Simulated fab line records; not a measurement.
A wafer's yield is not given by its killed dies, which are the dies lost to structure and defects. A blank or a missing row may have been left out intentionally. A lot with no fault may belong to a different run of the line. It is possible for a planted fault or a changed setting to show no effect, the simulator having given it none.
Matching of chambers :: flow n5Finfet :: pecvd-02 running N5_BEOL_M8_PECVD_70: 3 sister chambers
The step deposits SiO2 from TEOS/O2, target thk 20 nm, time 22.7 s. 3 wafers are shown with their chamber, then 8 later ones without.

## EACH WAFER AND ITS CHAMBER
wafer: L087.4
chamber: 0
showerheadPlenumPTorr (Torr): 8.68

wafer: L087.6
chamber: 2
showerheadPlenumPTorr (Torr): 8.83

wafer: L090.2
chamber: 1
showerheadPlenumPTorr (Torr): 8.73

## WAFERS WHOSE CHAMBER IS MISSING
wafer: L090.4
showerheadPlenumPTorr (Torr): 8.80

wafer: L090.6
showerheadPlenumPTorr (Torr): 8.73

wafer: L093.4
showerheadPlenumPTorr (Torr): 8.82

wafer: L093.5
showerheadPlenumPTorr (Torr): 8.67

wafer: L093.6
showerheadPlenumPTorr (Torr): 8.75

wafer: L095.2
showerheadPlenumPTorr (Torr): 8.75

wafer: L095.5
showerheadPlenumPTorr (Torr): 8.82

wafer: L095.6
showerheadPlenumPTorr (Torr): 8.70

## THE CHAMBER EACH PASSED THROUGH
wafer: L090.4
from the rows above: 2
in truth: 2

wafer: L090.6
from the rows above: 1
in truth: 1

wafer: L093.4
from the rows above: 2
in truth: 2

wafer: L093.5
from the rows above: 0
in truth: 0

wafer: L093.6
from the rows above: 1
in truth: 1

wafer: L095.2
from the rows above: 1
in truth: 1

wafer: L095.5
from the rows above: 2
in truth: 2

wafer: L095.6
from the rows above: can't be placed: 0 or 1
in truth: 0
Correctly placed: 7 of 8. Not placeable from these rows: 1 (in 1, the candidates include the true chamber). Wrongly placed: 0.
How it was worked out, from the rows above alone: a wafer's distance from a chamber is the root of the sum, over the readings, of the square of ((its reading less the chamber's mean) divided by the reading's scatter). The wafer belongs to the nearest chamber; if the next one is less than 2 further off, it can't be placed. A chamber's mean is the mean of its shown wafers. The scatter (one wafer shown for each chamber): square how far every hidden wafer sits from the nearest shown wafer, average those squares and take the square root.
